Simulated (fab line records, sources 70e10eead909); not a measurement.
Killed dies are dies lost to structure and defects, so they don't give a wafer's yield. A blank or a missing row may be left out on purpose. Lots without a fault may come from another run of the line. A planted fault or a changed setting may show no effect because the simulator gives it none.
A struck lot beside a sound one | flow nand_harc | 37 steps out of a route of 1302
Sound: wafers L943.1, L943.3, L943.6. Struck: wafers L957.2, L957.5. (L957.1 of the same lot was not struck and is left out.) The cause comes at the end.
At each step with rows: each side's tool, then ch and its chambers, then its first start. Under that, the readings that differ: sound wafers | struck wafers | difference of the means | sigmas: that difference in standard deviations of wafers without a fault.
alike: readings whose means differ by less than 2 such deviations, and words and numbers that are the same on both sides. not compared: withheld readings, readings that some wafer has no value for, bounds like >300 that may hide the same value, and numbers for which the record gives no deviation and whose values overlap.
The two part at a step that has a row with sigmas, a row that says differs or no value, or rows on one side only. Numbers that don't overlap but have no deviation are shown without sigmas and don't part them. A reading that every wafer of one side lacks parts them only if that side has two wafers or more.

first, 3 steps without rows for these wafers: NHARC_A_STAIRCASE_HM_OPEN_463 (chemistry O2/COS); NHARC_A_STAIRCASE_STRIP_464 (strips in O2/COS); NHARC_A_STAIRCASE_ETCH_453 (etches the open film in CF4/O2, target depth 30 nm, overetch 3 nm, time 16.5 s).
NHARC_A_STAIRCASE_ETCH_315: etches the open film in C4F8/O2/Ar, target depth 2500 nm, time 607.1 s.
  sound on rie_diel-05 ch 1,2; struck on rie_diel-02 ch 0,2
  alike: chamber_pressure_mTorr, oes_product_au, rf_vpp_V
  not compared: rf_hours_counter_h
NHARC_A_STAIRCASE_STRIP_316: strips in O2.
  sound on rie_diel-05 ch 0,1,3; struck on rie_diel-02 ch 1
  alike: chamber_pressure_mTorr, drypump_motor_current_A, oes_product_au, rf_vpp_V, showerhead_plenum_p_Torr, throttle_valve_pct
  not compared: rf_hours_counter_h
then, 3 steps without rows for these wafers: NHARC_A_STAIRCASE_STRIP_317 (strips in SPM, time 900 s); NHARC_A_STAIRCASE_PRECLEAN_318 (cleans in SC1); NHARC_A_STAIRCASE_SRD_329.
NHARC_A_STAIRCASE_ALD_415: deposits SiO2, target thk 30 nm, pulse time 6 s, ald cycles 300.
  sound on ald_hk-03 ch 1,3, day 17 12:07; struck on ald_hk-01 ch 0,3, day 23 03:06
  alike: heater_power_w, precursor_pulse_height_rel
then, 2 steps without rows for these wafers: NHARC_A_STAIRCASE_ETCHBACK_416 (etches the open film in C4F8/O2/Ar, target depth 36 nm, time 7.2 s); NHARC_A_STAIRCASE_STRIP_476 (strips in O2, time 20 s).
NHARC_A_STAIRCASE_DEP_417: deposits Si3N4, target thk 60 nm.
  sound on pecvd-04 ch 0,1,2, day 17 14:36; struck on pecvd-04 ch 1, day 23 05:23
  alike: heater_power_w
then, 5 steps without rows for these wafers: NHARC_A_STAIRCASE_WET_418 (chemistry H3PO4, target depth 20 nm); NHARC_A_STAIRCASE_PRECLEAN_419 (cleans in SC1); NHARC_A_STAIRCASE_SRD_421; NHARC_A_STAIRCASE_ALD_420 (deposits SiO2, target thk 20 nm, pulse time 6 s, ald cycles 200); NHARC_A_STAIRCASE_CVD_552 (deposits SiNx, target thk 40 nm).
NHARC_A_STAIRCASE_DEP_151: deposits SiO2, target thk 7200 nm.
  sound on pecvd-01 ch 0,1,2, day 18 02:11; struck on pecvd-01 ch 0,1, day 23 16:56
  alike: heater_power_w
then, 1 step without rows for these wafers: NHARC_A_STAIRCASE_ANNEAL_320 (time 1800 s).
NHARC_A_STAIRCASE_DEP_322: deposits SiO2, target thk 7200 nm.
  sound on pecvd-01 ch 0,1, day 18 11:29; struck on pecvd-02 ch 1, day 24 00:43
  alike: heater_power_w
then, 16 steps without rows for these wafers: NHARC_A_STAIRCASE_ANNEAL_323 (time 1800 s); NHARC_A_STAIRCASE_DEP_325 (deposits SiO2, target thk 7200 nm); NHARC_A_STAIRCASE_ANNEAL_326 (time 1800 s); NHARC_A_STAIRCASE_DEHYDRATE_433 (time 120 s); NHARC_A_STAIRCASE_HMDS_434 (time 30 s); NHARC_A_STAIRCASE_COAT_435; NHARC_A_STAIRCASE_SOFTBAKE_436 (time 170 s); NHARC_A_STAIRCASE_EBR_437; NHARC_A_STAIRCASE_EXPOSE_438 (exposes mask STAIR REV); NHARC_A_STAIRCASE_PEB_439 (peb time 130 s); NHARC_A_STAIRCASE_DEVELOP_440 (time 140 s); NHARC_A_STAIRCASE_HARDBAKE_442 (time 140 s); NHARC_A_STAIRCASE_DESCUM_443 (chemistry O2, time 3 s); NHARC_A_STAIRCASE_ETCH_444 (etches the open film in C4F8/O2, target depth 20400 nm, time 6800 s); NHARC_A_STAIRCASE_STRIP_446 (strips in O2); NHARC_A_STAIRCASE_STRIP_447 (strips in SPM, time 900 s).
-- the record jumps here: 6 days lie between the struck wafers' starts before and after (it left off in module A_STAIRCASE and takes up again in module END, whose first step shown is number 1302 of the route) --
NHARC_END_SORT_01:
  sound on prober-01 ch 0, day 25 05:08; struck on prober-01 ch 0, day 30 11:53
  reading         | sound    | struck  | difference | sigmas
  killed_at_array | 48 70 77 | 149 151 | +85        | +5
  killed_dies     | 48 73 79 | 156 154 | +88        | +5
  alike: killed_at_other, killed_at_periphery, killed_open, killed_short

WHERE THEY PART
Only at NHARC_END_SORT_01, within this record.

WHY: what the simulator had put in
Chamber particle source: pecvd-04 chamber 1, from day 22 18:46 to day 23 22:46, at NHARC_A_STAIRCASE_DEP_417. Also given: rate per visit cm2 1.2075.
